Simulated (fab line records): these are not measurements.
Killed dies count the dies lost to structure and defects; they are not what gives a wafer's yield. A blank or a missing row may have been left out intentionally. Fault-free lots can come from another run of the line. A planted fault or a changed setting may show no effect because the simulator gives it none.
Split-lot trial ; flow n5Finfet ; 21 wafers read from 7 lots, route of 1938 steps

## ON THE SPLIT
At N5_BEOL_M5_TRENCH_ETCH_37 (etches SiCOH lowk in C4F6/O2, target depth 71.652 nm, time 24.7 s), the setting biasW was moved away from the recipe's 185 W on 7 of the 21 wafers read, by -16.3% to +12.8%. The other wafers ran this setting at the recipe's value.

Reading taken at the split's own step.

## THE READING
rfVppV, in V, at N5_BEOL_M5_TRENCH_ETCH_37 (etches SiCOH lowk in C4F6/O2, target depth 71.652 nm, time 24.7 s). A value of 663 V with a standard deviation of 6.5 V is what fault-free wafers of this fab line usually give.

wafer;tool, chamber at the split;biasW as run, W;against the recipe;rfVppV, V;against lot-mates on the recipe
L080.1;rieDiel-02, 2;185;recipe;661;-
L080.3;rieDiel-02, 3;185;recipe;671;-
L080.5;rieDiel-02, 3;185;recipe;672;-
L083.4;rieDiel-03, 3;185;recipe;652;-
L083.5;rieDiel-03, 2;185;recipe;660;-
L083.6;rieDiel-03, 3;185;recipe;654;-
L086.4;rieDiel-04, 2;159.7;-13.7%;585;-76
L086.5;rieDiel-04, 1;159.7;-13.7%;600;-61
L086.6;rieDiel-04, 2;185;recipe;661;-
L090.2;rieDiel-04, 1;173.9;-6.0%;643;no lot-mate on the recipe
L090.3;rieDiel-04, 0;173.9;-6.0%;633;no lot-mate on the recipe
L090.4;rieDiel-04, 1;173.9;-6.0%;643;no lot-mate on the recipe
L093.1;rieDiel-03, 3;185;recipe;652;-
L093.2;rieDiel-03, 1;208.6;+12.8%;733;+74
L093.5;rieDiel-03, 1;185;recipe;667;-
L096.1;rieDiel-02, 0;185;recipe;660;-
L096.2;rieDiel-02, 2;185;recipe;662;-
L096.3;rieDiel-02, 3;154.8;-16.3%;584;-77
L097.3;rieDiel-03, 2;185;recipe;661;-
L097.4;rieDiel-03, 1;185;recipe;669;-
L097.5;rieDiel-03, 1;185;recipe;667;-

FIT RESULTS
A straight line over all 21 wafers: rfVppV changes by +5 V for each +1% of biasW; r = +0.98; the points scatter about the line by 7 V.
The same after taking each lot's own level away (the mean of its wafers on the recipe; 18 wafers): +5.1 V for each +1%; r = +0.99; scatter 5.4 V.
The reading moves by 83 V for the largest change in biasW, on that fit.
From 655.3 to 668.0 V: that is the span of the lots' own levels, equal to 1.9 times the standard deviation above.
The two slopes are in agreement: the lot-to-lot level therefore moves the slope only a little.
Check: -85.1 V against its lot-mates is what the line predicts for one of the wafers moved furthest among these (-16.3%) when that wafer is left out of the fit. It came out at -77 V against them.
Tool readings at the split's step, against how far the setting was moved: rfVppV r = +0.98.

## OTHER SPLITS APPLIED TO THESE WAFERS
These wafers also went through other splits before the reading. Each is held against what the fit with the lots' levels taken away leaves over:
other split on the same wafers;wafers away from the commonest value;r with rfVppV (lot level and that fit taken away)
N5_BEOL_M5_EXPOSE_08 doseMj;6;-0.08

## THE FILE'S OWN FIT
rfVppV changes by +5.09 V for each +1% of biasW, r = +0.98.
